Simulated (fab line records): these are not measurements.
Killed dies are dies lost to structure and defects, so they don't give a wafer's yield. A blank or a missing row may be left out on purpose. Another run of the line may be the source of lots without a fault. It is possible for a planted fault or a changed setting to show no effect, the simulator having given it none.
What tool caused it? / flow n5_finfet / 10 lots with 30 wafers sampled at 2 steps, on a route of 1938 steps

== WHAT EACH GAUGE READ, for each wafer ==
N5_BEOL_M14_OVL_MEAS_29. Usual: M14_OVL gives 3 nm (standard deviation 6.1).
lot=L854; measured=day 10 12:30; on=overlay-01; M14_OVL (nm)=10 -6 1; flag=
lot=L855; measured=day 11 04:45; on=overlay-01; M14_OVL (nm)=7 7 6; flag=
lot=L857; measured=day 11 15:14; on=overlay-02; M14_OVL (nm)=9 5 -3; flag=
lot=L858; measured=day 12 07:41; on=overlay-02; M14_OVL (nm)=-1 -3 1; flag=
lot=L860; measured=day 12 12:55; on=overlay-01; M14_OVL (nm)=3 14 4; flag=
lot=L861; measured=day 12 13:25; on=overlay-02; M14_OVL (nm)=5 5 -3; flag=
lot=L866; measured=day 13 20:29; on=overlay-01; M14_OVL (nm)=-12 -6 -7; flag=
lot=L871; measured=day 15 20:47; on=overlay-01; M14_OVL (nm)=14 5 10; flag=
lot=L874; measured=day 16 16:44; on=overlay-01; M14_OVL (nm)=-3 -9 3; flag=
lot=L873; measured=day 16 19:36; on=overlay-02; M14_OVL (nm)=5 8 11; flag=

== WHICH TOOL RAN EACH LOT (tool, then ch and the chambers of the sampled wafers, then the start) ==
lot=L854; N5_BEOL_M14_VIA_ETCH_16=rie_diel-05 ch 1,2,3, day 10 11:46
lot=L855; N5_BEOL_M14_VIA_ETCH_16=rie_diel-04 ch 1,2, day 11 03:54
lot=L857; N5_BEOL_M14_VIA_ETCH_16=rie_diel-04 ch 1,2, day 11 14:22
lot=L858; N5_BEOL_M14_VIA_ETCH_16=rie_diel-03 ch 0,1,2, day 12 06:50
lot=L860; N5_BEOL_M14_VIA_ETCH_16=rie_diel-03 ch 1,2,3, day 12 12:13
lot=L861; N5_BEOL_M14_VIA_ETCH_16=rie_diel-05 ch 0,2, day 12 12:42
lot=L866; N5_BEOL_M14_VIA_ETCH_16=rie_diel-04 ch 1,2,3, day 13 19:39
lot=L871; N5_BEOL_M14_VIA_ETCH_16=rie_diel-03 ch 0,2,3, day 15 20:05
lot=L874; N5_BEOL_M14_VIA_ETCH_16=rie_diel-04 ch 0,1, day 16 15:55
lot=L873; N5_BEOL_M14_VIA_ETCH_16=rie_diel-04 ch 0,1,2, day 16 18:54
- N5_BEOL_M14_VIA_ETCH_16: etches SiO2 in C4F8/O2/Ar, target depth 1231.3 nm.

== AS READ BY THE TOOLS THEMSELVES (means over the sampled wafers that have a number; for cases with no such wafer, the mark the record gives instead) ==
N5_BEOL_M14_VIA_ETCH_16. Usual: drypump_motor_current_A 5.9 A, standard deviation 0.36; oes_product_au 0.72 a.u., standard deviation 0.083; rf_vpp_V 2226 V, standard deviation 23; showerhead_plenum_p_Torr 3.45 Torr, standard deviation 0.085; throttle_valve_pct 30.91 %, standard deviation 0.23.
lot=L854; tool=rie_diel-05; drypump_motor_current_A (A)=5.6; oes_product_au (a.u.)=0.71; rf_vpp_V (V)=2237; showerhead_plenum_p_Torr (Torr)=3.45; throttle_valve_pct (%)=30.83; flag=
lot=L855; tool=rie_diel-04; drypump_motor_current_A (A)=6.3; oes_product_au (a.u.)=0.79; rf_vpp_V (V)=2216; showerhead_plenum_p_Torr (Torr)=3.48; throttle_valve_pct (%)=30.99; flag=
lot=L857; tool=rie_diel-04; drypump_motor_current_A (A)=6.2; oes_product_au (a.u.)=0.72; rf_vpp_V (V)=2221; showerhead_plenum_p_Torr (Torr)=3.44; throttle_valve_pct (%)=31.11; flag=
lot=L858; tool=rie_diel-03; drypump_motor_current_A (A)=5.6; oes_product_au (a.u.)=0.77; rf_vpp_V (V)=2227; showerhead_plenum_p_Torr (Torr)=3.47; throttle_valve_pct (%)=30.62; flag=
lot=L860; tool=rie_diel-03; drypump_motor_current_A (A)=5.5; oes_product_au (a.u.)=0.68; rf_vpp_V (V)=2215; showerhead_plenum_p_Torr (Torr)=3.43; throttle_valve_pct (%)=30.69; flag=
lot=L861; tool=rie_diel-05; drypump_motor_current_A (A)=5.5; oes_product_au (a.u.)=0.73; rf_vpp_V (V)=2247; showerhead_plenum_p_Torr (Torr)=3.52; throttle_valve_pct (%)=30.72; flag=
lot=L866; tool=rie_diel-04; drypump_motor_current_A (A)=6.2; oes_product_au (a.u.)=0.71; rf_vpp_V (V)=2216; showerhead_plenum_p_Torr (Torr)=3.43; throttle_valve_pct (%)=31.10; flag=
lot=L871; tool=rie_diel-03; drypump_motor_current_A (A)=5.6; oes_product_au (a.u.)=0.72; rf_vpp_V (V)=2233; showerhead_plenum_p_Torr (Torr)=3.49; throttle_valve_pct (%)=30.90; flag=
lot=L874; tool=rie_diel-04; drypump_motor_current_A (A)=6.4; oes_product_au (a.u.)=0.80; rf_vpp_V (V)=2222; showerhead_plenum_p_Torr (Torr)=3.49; throttle_valve_pct (%)=30.84; flag=
lot=L873; tool=rie_diel-04; drypump_motor_current_A (A)=6.3; oes_product_au (a.u.)=0.74; rf_vpp_V (V)=2227; showerhead_plenum_p_Torr (Torr)=3.45; throttle_valve_pct (%)=30.93; flag=

== THE ANSWER, worked out from the rows above alone ==
Rule: a lot counts as off when the mean over its wafers that have a number is more than 3 standard deviations away from the usual mean. Also off: a lot with no number at a reading for which 4 or more lots have one. All remaining lots with rows at the step are treated as sound. First the gauges in route order, then the tools' own readings, where a lot's mean is used as printed above. At the first step where some lot is off, the reading lying furthest off is the one used; lots without a number count as furthest.
None of the lots is off at any reading shown; this tells nothing.

== WHAT THE SIMULATOR HAD PUT IN ==
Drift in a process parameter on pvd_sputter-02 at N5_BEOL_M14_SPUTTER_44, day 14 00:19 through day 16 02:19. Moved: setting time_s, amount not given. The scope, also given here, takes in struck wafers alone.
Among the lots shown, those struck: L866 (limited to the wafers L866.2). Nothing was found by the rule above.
